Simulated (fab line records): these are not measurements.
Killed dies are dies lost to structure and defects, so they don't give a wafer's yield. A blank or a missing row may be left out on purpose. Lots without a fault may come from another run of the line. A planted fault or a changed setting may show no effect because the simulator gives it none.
Which tool is to blame? | flow nand harc | 6 lots with 18 wafers sampled at 3 steps, on a route of 1159 steps

WHAT THE GAUGES READ, wafer by wafer
NHARC_P_ZERO_WELL_CD_MEAS_37 targets a cd of 720 nm.
lot  | measured    | on        | cd nm (nm)
L641 | day 1 22:14 | cd sem-01 | 720.0 719.4 719.4
L643 | day 2 10:06 | cd sem-01 | 719.1 719.0 720.1
L645 | day 2 21:55 | cd sem-02 | 722.3 716.3 719.2
L649 | day 3 22:03 | cd sem-03 | 720.5 719.2 718.5
L660 | day 6 16:10 | cd sem-03 | 717.4 719.4 720.8
L662 | day 7 04:08 | cd sem-03 | 722.8 718.7 715.4

WHICH TOOL RAN EACH LOT (tool, then ch and the chambers of the sampled wafers, then the start)
lot  | NHARC_P_ZERO_WELL_ETCH_65         | NHARC_P_ZERO_WELL_EXPOSE_34
L641 | rie diel-01 ch 0,2,3, day 1 19:29 | krf scanner-03 ch 0, day 1 22:05
L643 | rie diel-05 ch 0,1,3, day 2 07:29 | krf scanner-01 ch 0, day 2 09:57
L645 | rie diel-05 ch 0,1, day 2 19:22   | krf scanner-03 ch 0, day 2 21:46
L649 | rie diel-05 ch 0,1,2, day 3 19:35 | krf scanner-01 ch 0, day 3 21:54
L660 | rie diel-01 ch 0,1,3, day 6 13:33 | krf scanner-02 ch 0, day 6 16:01
L662 | rie diel-13 ch 0,2,3, day 7 01:29 | krf scanner-01 ch 0, day 7 03:59
- NHARC_P_ZERO_WELL_ETCH_65: etches the open film in N2/H2, target depth 80 nm, overetch 24 nm, time 87.88 s.
- NHARC_P_ZERO_WELL_EXPOSE_34: exposes mask P PWELL, target cd 720 nm.

THE ANSWER, worked out from the rows above alone
Rule: the lots themselves supply what counts as usual. The widest of any qualifying gaps counts: lots, ordered by their means at a reading, are off when they make up no more than a third of the lots, leave a main group of 4 or more, and stand apart from it by 3 or more times the standard deviation of that group's means. The tables above print the reading to a certain number of digits; a main group whose means all agree to those digits is not used. Also off: a lot with no number at a reading for which 4 or more lots have one. All remaining lots with rows at the step are treated as sound.
Across all readings shown, no lot is off: no conclusion can be drawn from this.

WHAT THE SIMULATOR HAD INSERTED
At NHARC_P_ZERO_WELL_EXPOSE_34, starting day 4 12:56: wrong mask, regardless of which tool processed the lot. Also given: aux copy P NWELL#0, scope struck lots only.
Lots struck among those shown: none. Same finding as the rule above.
